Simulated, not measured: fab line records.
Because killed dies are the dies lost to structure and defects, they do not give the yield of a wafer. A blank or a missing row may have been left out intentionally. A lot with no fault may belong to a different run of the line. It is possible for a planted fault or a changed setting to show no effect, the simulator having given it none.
fab line records    flow nand-harc
[record] lots = 7  wafers = 21  last-day = 32
route steps=1302 shown A_STAIRCASE@838 END@1302
lots that met no fault: from a run of the same line without faults
start-h: hours from the record's opening day to when the first of the lot's shown wafers began    wait-h: hours since the lot's step before    " as in the row above    L1.1+2: a single row standing in for several wafers    - no value, or no start given    * or withheld: withheld    < > ~ a bound
route shown NAME@n: a module of which the file shows steps, and the number in the route of the first    usual: mean/standard deviation of fault-free wafers    same: alike in all rows    chamber/n: place in a boat    sites: each site's reading    _std_site: standard deviation across them    _edge_site: the outer-site mean with the inner-site mean subtracted    radius-mm: how far each site lies from the wafer's centre    mask NAME#n: copy n    behind: the last tool/chamber to shape the wafer    hold: reason for holding the lot/hours on hold/outcome of the hold    device: transistor that didn't switch, given as n, p or np    end of line: the route-end tests of the same wafers    a step with no rows: only its recipe    killed: dies that structure and defects cost at the first sort, which is not the same as the wafer's yield    map: the dies of a wafer, with x for killed, . for not killed, _ for no die there
set.NAME: the setting as run; set.NAME@STEP: as run at that earlier step    model.NAME: the simulator's own value behind a step, which no gauge read
lots at selected steps of the route; one table per step, one row per wafer
services: from which hour (start-h, from the record's first day; less than 0 if before it) a tool's chamber was out of use, for how many hours, and why
[[steps]]
[step NHARC_A_STAIRCASE_PRECLEAN_318]
[recipe] time-s = *  temp-c = 50  bath-age-min = 0  chemistry = SC1
[step NHARC_A_STAIRCASE_SRD_329]
[step NHARC_A_STAIRCASE_ALD_415]
[recipe] target-thk-a = 300  pulse-time-s = 6  ald-cycles = 300  temp-c = 300  material = SiO2
[usual] heater-power-outer-w = 246/20  heater-power-w = 446/38  precursor-pulse-height-rel = 1.001/0.017
lot.wafer  tool       chamber  start-h  wait-h  heater-power-outer-w  heater-power-w  precursor-pulse-height-rel
L514.3     ald-hk-02  3        422.29   0.1     213                   360             1.005
L514.2     "          1        "        "       227                   423             0.986
L514.5     "          3        "        "       206                   365             0.985
L517.1     ald-hk-02  2        443.82   0.3     266                   444             1.022
L517.6     "          1        "        "       225                   429             1.019
L517.5     "          2        "        "       264                   450             0.992
L518.2     ald-hk-01  2        466.17   0.3     257                   459             0.983
L518.1     "          3        "        "       244                   469             1.018
L518.5     "          2        "        "       251                   453             1.003
L519.3     ald-hk-01  1        474.10   0.1     226                   415             1.010
L519.2     "          2        "        "       255                   454             1.021
L519.1     "          0        "        "       242                   444             1.007
L525.3     ald-hk-03  3        532.64   0.3     286                   517             1.024
L525.1     "          0        "        "       245                   473             0.981
L525.6     "          3        "        "       293                   520             0.975
L531.3     ald-hk-03  2        593.10   0.1     271                   462             1.016
L531.2     "          0        "        "       250                   500             1.025
L531.1     "          1        "        "       249                   500             0.985
L532.3     ald-hk-02  2        597.87   0.1     253                   449             0.977
L532.6     "          2        "        "       258                   447             1.027
L532.5     "          3        "        "       211                   379             1.010
[step NHARC_A_STAIRCASE_ETCHBACK_416]
[recipe] target-depth-a = 360  time-s = 7.2  c4f8-flow-sccm = withheld  o2-flow-sccm = 8  ar-flow-sccm = withheld  rf-w = 600  bias-w = 800  chemistry = C4F8/O2/Ar
[usual] oes-product-au = 0.934/0.029  rf-vpp-V = 723/4.8
[same] time-s = 7.2
lot.wafer  tool         chamber  start-h  wait-h  oes-product-au  rf-hours-counter-h  rf-vpp-V
L514.3     rie-diel-03  1        -        -       0.931           49                  717
L514.2     "            2        "        "       0.919           49                  730
L514.5     "            1        "        "       0.921           -                   719
L517.1     rie-diel-03  3        -        -       0.923           40                  721
L517.5     "            2        "        "       0.918           -                   730
L517.6     "            3        "        "       0.926           -                   720
L518.2     rie-diel-11  3        -        -       0.912           12                  729
L518.1     "            0        "        "       0.921           12                  724
L518.5     "            2        "        "       0.929           -                   716
L519.1     rie-diel-03  1        -        -       0.991           5                   718
L519.3     "            3        "        "       0.995           4                   720
L519.2     "            0        "        "       0.994           4                   719
L525.1     rie-diel-11  0        -        -       0.915           33                  723
L525.3     "            1        "        "       0.911           33                  722
L525.6     "            1        "        "       0.928           -                   722
L531.1     rie-diel-11  1        -        -       0.928           51                  721
L531.3     "            2        "        "       0.938           50                  716
L531.2     "            3        "        "       0.924           49                  729
L532.3     rie-diel-02  2        -        -       0.919           7                   720
L532.6     "            3        "        "       0.895           -                   729
L532.5     "            0        "        "       0.911           -                   721
[step NHARC_A_STAIRCASE_STRIP_476]
[recipe] time-s = 20  o2-flow-sccm = 500  ar-flow-sccm = 0  bias-w = 0  chemistry = O2
[usual] drypump-motor-current-A = 6.0/0.38  oes-product-au = 0.996/0.0091  rf-vpp-V = 57.7/0.92  showerhead-plenum-p-Torr = 3.52/0.17  throttle-valve-pct = 17.036/0.0093
[same] time-s = 20
lot.wafer  tool         chamber  start-h  wait-h  drypump-motor-current-A  oes-product-au  rf-hours-counter-h  rf-vpp-V  showerhead-plenum-p-Torr  throttle-valve-pct
L514.2     rie-diel-03  1        424.45   0.1     6.0                      1.002           49                  56.2      3.34                      17.027
L514.3     "            0        "        "       6.3                      0.995           48                  57.9      3.38                      17.045
L514.5     "            2        "        "       6.7                      0.994           -                   58.0      3.78                      17.030
L517.1     rie-diel-03  3        445.78   0.1     6.3                      0.998           40                  57.2      3.45                      17.037
L517.6     "            3        "        "       6.3                      1.002           -                   57.6      3.45                      17.036
L517.5     "            0        "        "       6.3                      0.992           -                   57.1      3.37                      17.039
L518.2     rie-diel-11  2        468.12   0.1     5.7                      1.002           12                  57.1      3.29                      17.037
L518.1     "            0        "        "       5.8                      0.988           12                  56.2      3.54                      17.022
L518.5     "            2        "        "       5.7                      1.003           -                   58.9      3.29                      17.038
L519.1     rie-diel-03  0        476.33   0.1     6.3                      1.005           4                   57.3      3.37                      17.030
L519.3     "            1        "        "       6.1                      0.998           5                   58.0      3.34                      17.042
L519.2     "            3        "        "       6.3                      0.991           4                   58.1      3.45                      17.042
L525.3     rie-diel-11  2        534.58   0.1     5.7                      0.994           31                  57.6      3.28                      17.036
L525.1     "            0        "        "       5.8                      0.987           33                  57.4      3.53                      17.022
L525.6     "            2        "        "       5.7                      1.013           -                   56.0      3.28                      17.041
L531.3     rie-diel-11  0        595.27   0.1     5.8                      0.997           50                  56.1      3.52                      17.033
L531.2     "            1        "        "       5.5                      0.995           51                  58.7      3.46                      17.032
L531.1     "            3        "        "       6.5                      0.998           49                  58.1      3.75                      17.056
L532.3     rie-diel-02  1        600.04   0.1     5.8                      1.004           6                   56.8      3.65                      17.043
L532.5     "            1        "        "       5.7                      0.999           -                   55.1      3.65                      17.032
L532.6     "            2        "        "       5.6                      0.990           -                   57.9      3.40                      17.028
[step NHARC_A_STAIRCASE_DEP_417]
[recipe] target-thk-a = 600  step-coverage-pct = 20  temp-c = 400  target-thk-nm = 60  flow-sccm = 200  rf-w = 450  material = Si3N4
[usual] heater-power-outer-w = 425/76  heater-power-w = 706/120  rf-fwd-power-W = 449.0/1.3
lot.wafer  tool      chamber  start-h  wait-h  heater-power-outer-w  heater-power-w  rf-fwd-power-W
L514.3     pecvd-03  0        424.58   -       551                   923             448.8
L514.2     "         1        "        "       474                   767             448.9
L514.5     "         1        "        "       474                   787             447.6
L517.1     pecvd-01  0        445.93   -       463                   711             447.8
L517.6     "         2        "        "       318                   580             448.5
L517.5     "         0        "        "       457                   736             450.0
L518.2     pecvd-03  2        468.21   -       342                   540             451.6
L518.1     "         1        "        "       482                   794             449.5
L518.5     "         0        "        "       522                   900             447.6
L519.2     pecvd-04  1        476.43   -       363                   610             451.1
L519.3     "         2        "        "       294                   571             452.2
L519.1     "         0        "        "       514                   838             448.7
L525.1     pecvd-03  0        534.67   -       556                   962             449.1
L525.3     "         1        "        "       514                   822             449.1
L525.6     "         2        "        "       332                   541             449.8
L531.3     pecvd-01  1        595.37   -       438                   679             447.8
L531.2     "         2        "        "       418                   704             450.2
L531.1     "         0        "        "       493                   801             450.2
L532.3     pecvd-01  2        600.14   -       362                   647             449.7
L532.5     "         2        "        "       374                   652             448.7
L532.6     "         0        "        "       419                   708             447.8
[step NHARC_A_STAIRCASE_WET_418]
[recipe] temp-c = 160  target-depth-a = 200  chemistry = H3PO4
[step NHARC_A_STAIRCASE_PRECLEAN_419]
[recipe] time-s = *  temp-c = 50  bath-age-min = 0  chemistry = SC1
[step NHARC_A_STAIRCASE_SRD_421]
[step NHARC_A_STAIRCASE_ALD_420]
[recipe] target-thk-a = 200  pulse-time-s = 6  ald-cycles = 200  temp-c = 300  material = SiO2
[usual] heater-power-outer-w = 247/19  heater-power-w = 449/35  precursor-pulse-height-rel = 0.998/0.022
lot.wafer  tool       chamber  start-h  wait-h  heater-power-outer-w  heater-power-w  precursor-pulse-height-rel
L514.3     ald-hk-03  1        427.57   -       254                   483             1.001
L514.2     "          2        "        "       260                   436             0.986
L514.5     "          3        "        "       289                   513             0.991
L517.1     ald-hk-02  2        448.90   -       264                   458             0.999
L517.5     "          0        "        "       243                   430             0.994
L517.6     "          1        "        "       225                   419             0.983
L518.2     ald-hk-03  1        473.17   0.1     251                   485             0.972
L518.1     "          2        "        "       264                   446             1.035
L518.5     "          1        "        "       249                   482             1.030
L519.2     ald-hk-02  3        479.15   -       208                   374             0.999
L519.3     "          0        "        "       242                   437             0.972
L519.1     "          2        "        "       268                   458             1.026
L525.1     ald-hk-01  1        538.01   -       242                   431             1.011
L525.3     "          2        "        "       245                   428             0.934
L525.6     "          0        "        "       251                   459             0.962
L531.1     ald-hk-03  0        600.11   -       251                   503             1.054
L531.2     "          1        "        "       247                   504             1.018
L531.3     "          3        "        "       277                   502             1.007
L532.3     ald-hk-03  0        603.28   -       250                   501             0.997
L532.5     "          3        "        "       284                   490             1.028
L532.6     "          0        "        "       247                   495             0.986
[step NHARC_A_STAIRCASE_CVD_552]
[recipe] target-thk-a = 400  temp-c = 700  pressure-mtorr = 300  material = SiNx
[step NHARC_A_STAIRCASE_DEP_151]
[recipe] target-thk-a = 72000  temp-c = 400  target-thk-nm = 7200  teos-flow-sccm = 200  rf-w = 500  material = SiO2
[usual] heater-power-outer-w = 373/85  heater-power-w = 644/130  rf-fwd-power-W = 499.4/1.6
lot.wafer  tool      chamber  start-h  wait-h  heater-power-outer-w  heater-power-w  rf-fwd-power-W
L514.2     pecvd-03  1        435.36   0.4     476                   751             501.3
L514.3     "         2        "        "       310                   500             501.8
L514.5     "         0        "        "       411                   748             500.2
L517.1     pecvd-03  1        456.90   0.5     512                   823             418.0
L517.6     "         0        "        "       431                   777             418.5
L517.5     "         1        "        "       408                   677             418.4
L518.2     pecvd-03  1        481.30   0.4     524                   851             418.8
L518.1     "         2        "        "       289                   488             418.0
L518.5     "         2        "        "       268                   450             417.5
L519.3     pecvd-03  2        487.23   0.4     310                   520             418.7
L519.2     "         0        "        "       514                   897             416.3
L519.1     "         1        "        "       465                   750             420.4
L525.1     pecvd-04  0        546.40   0.4     476                   802             499.2
L525.3     "         1        "        "       353                   610             495.6
L525.6     "         1        "        "       306                   530             495.6
L531.3     pecvd-03  2        608.25   0.4     298                   507             503.1
L531.1     "         0        "        "       556                   925             498.6
L531.2     "         1        "        "       444                   751             498.7
L532.3     pecvd-01  2        608.52   0.7     408                   696             498.5
L532.5     "         0        "        "       399                   665             498.7
L532.6     "         2        "        "       306                   550             497.2
[step NHARC_A_STAIRCASE_ANNEAL_320]
[recipe] temp-c = 750  time-s = 1800
[step NHARC_END_SORT_01]
[recipe] temp-c = 25
[usual] killed-at-array = 50/20  killed-at-other = 1.2/1.5  killed-at-periphery = 3.6/2.6  killed-dies = 55/20  killed-open = 3.4/2  killed-short = 2.7/1.6
[same] gross-dies = 677
lot.wafer  tool       chamber  start-h  wait-h  killed-at-array  killed-at-other  killed-at-periphery  killed-dies  killed-open  killed-short
L514.2     prober-01  0        588.44   2.8     49               1                2                    52           3            3
L514.3     prober-01  0        589.23   3.1     59               0                2                    61           4            2
L514.5     prober-01  0        590.83   3.7     48               0                3                    51           0            4
L525.6     prober-02  0        715.81   4.0     44               0                10                   54           5            1
// killed by level:class
L514.2 A_CHANNEL_HOLE_D1:chamber-film-flake=30 A_CHANNEL_HOLE_D2:chamber-film-flake=4 A_STAIRCASE:chamber-film-flake=4 A_CONTACT:chamber-film-flake=4 P_M2:geometric-particle:short=1 A_SOURCE_PLATE:geometric-particle:short=1 A_WL_FILL:geometric-particle:open=1 A_BLC:geometric-particle:open=1
L514.3 A_CHANNEL_HOLE_D1:chamber-film-flake=37 A_STAIRCASE:chamber-film-flake=7 A_CHANNEL_HOLE_D2:chamber-film-flake=4 A_CHANNEL_FILL_D2:chamber-film-flake=2 A_CONTACT:chamber-film-flake=2 P_GATE:geometric-particle:open=1 A_ONON_D1:geometric-particle:short=1 A_CHANNEL_FILL_D1:geometric-particle:short=1
L514.5 A_CHANNEL_HOLE_D1:chamber-film-flake=33 A_CHANNEL_HOLE_D2:chamber-film-flake=5 A_STAIRCASE:chamber-film-flake=3 A_CHANNEL_FILL_D2:geometric-particle:short=2 A_CONTACT:chamber-film-flake=2 P_M1:geometric-particle:short=1 A_ONON_D1:geometric-particle:short=1 P_GATE:chamber-film-flake=1
L525.6 A_CHANNEL_HOLE_D1:chamber-film-flake=36 A_SLIT:chamber-film-flake=5 P_GATE:chamber-film-flake=3 P_CONTACT:geometric-particle:open=2 P_M0:geometric-particle:open=2 A_DECK1_JOINT:chamber-film-flake=2 P_STI:geometric-particle:open=1 A_SGD_CUT:geometric-particle:short=1
[[services]]
tool         chamber  start-h  hours  kind
ald-hk-03    0        402.31   -      clean
ald-hk-03    1        402.31   -      clean
rie-diel-11  0        426.88   5.3    repair
rie-diel-11  -        432.53   9.0    pm
rie-diel-03  1        437.05   22.3   repair
pecvd-04     -        450.00   13.0   pm
rie-diel-03  -        458.43   9.0    pm
ald-hk-01    -        476.55   10.0   pm
rie-diel-11  2        480.26   1.8    repair
pecvd-01     -        492.27   13.0   pm
rie-diel-02  3        492.94   4.1    repair
pecvd-04     -        517.48   0.6    repair
pecvd-03     -        547.01   13.0   pm
pecvd-03     0        547.01   13.0   vent-cycle
pecvd-03     1        547.01   13.0   vent-cycle
pecvd-03     2        547.01   13.0   vent-cycle
rie-diel-03  0        558.29   5.3    repair
pecvd-03     0        560.01   -      clean
pecvd-03     1        560.01   -      clean
pecvd-03     2        560.01   -      clean
rie-diel-02  -        570.93   9.0    pm
pecvd-04     -        572.33   1.0    repair
rie-diel-03  3        593.75   15.1   repair
pecvd-04     -        598.19   0.7    repair
[[key]]
[first-sign] step = NHARC_A_STAIRCASE_DEP_151  reading = rf-fwd-power-W  direction = down  sigmas = 51  usual = *  struck = *
effect none on later readings
met-at NHARC_A_STAIRCASE_DEP_151
struck-wafers L517.1,L517.5,L517.6,L518.1,L518.2,L518.5,L519.1,L519.2,L519.3
tester-left-out L517,L518,L519
onset-between 435.36 456.90
[fault] kind = process-parameter-drift  tool = pecvd-03  chamber = -  onset-h = 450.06  steps = NHARC_A_STAIRCASE_DEP_151  channel = rf-w  offset = *  shape = step  end-h = 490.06  acts-in = *  stated = *
// tester-left-out: of these lots the tester's yield and bins aren't shown, on N5 and GAA mostly nor the transistor test; their killed dies are dies lost to structure and defects alone, not to doping, threshold or leakage, so they don't give the yield
